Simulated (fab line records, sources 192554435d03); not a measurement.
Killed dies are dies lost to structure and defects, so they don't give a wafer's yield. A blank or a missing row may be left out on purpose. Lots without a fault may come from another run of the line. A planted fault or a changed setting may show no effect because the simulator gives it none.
Chamber matching | flow n5_finfet | N5_BEOL_M11_ETCH_62 on rie_diel-02: 4 sister chambers
The step etches SOC in N2/H2, target depth 110 nm, overetch 22 nm, time 165 s. 8 wafers are shown with their chamber, then 10 later ones without.

WAFERS WITH THEIR CHAMBER
wafer  | chamber | throttle_valve_pct (%) | showerhead_plenum_p_Torr (Torr)
L078.1 | 1       | 18.14                  | 2.58
L081.4 | 3       | 17.70                  | 2.71
L081.6 | 2       | 17.91                  | 2.64
L083.2 | 2       | 17.90                  | 2.64
L083.5 | 0       | 18.07                  | 2.56
L083.6 | 3       | 17.71                  | 2.71
L084.1 | 1       | 18.15                  | 2.57
L084.3 | 0       | 18.07                  | 2.56

WAFERS WITHOUT THEIR CHAMBER
wafer  | throttle_valve_pct (%) | showerhead_plenum_p_Torr (Torr)
L084.5 | 18.08                  | 2.56
L090.1 | 17.72                  | 2.70
L090.5 | 18.19                  | 2.57
L090.6 | 18.07                  | 2.56
L094.4 | 17.96                  | 2.63
L094.5 | 17.94                  | 2.63
L094.6 | 18.21                  | 2.56
L096.1 | 17.75                  | 2.69
L096.3 | 17.97                  | 2.62
L096.4 | 18.11                  | 2.55

WHICH CHAMBER EACH WENT THROUGH
wafer  | from the rows above     | in truth
L084.5 | 0                       | 0
L090.1 | 3                       | 3
L090.5 | 1                       | 1
L090.6 | 0                       | 0
L094.4 | 2                       | 2
L094.5 | 2                       | 2
L094.6 | 1                       | 1
L096.1 | 3                       | 3
L096.3 | 2                       | 2
L096.4 | can't be placed: 0 or 1 | 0
Placed correctly: 9 of 10. Can't be placed from these rows: 1 (the true chamber is among the candidates in 1). Placed wrongly: 0.
How it was worked out, from the rows above alone: a wafer's distance from a chamber is the root of the sum, over the readings, of the square of ((its reading less the chamber's mean) divided by the reading's scatter). The wafer belongs to the nearest chamber; if the next one is less than 2 further off, it can't be placed. A chamber's mean is the mean of its shown wafers. The scatter: the root of (the sum of the squares of (reading less its chamber's mean) over the shown wafers, divided by (wafers less chambers)).
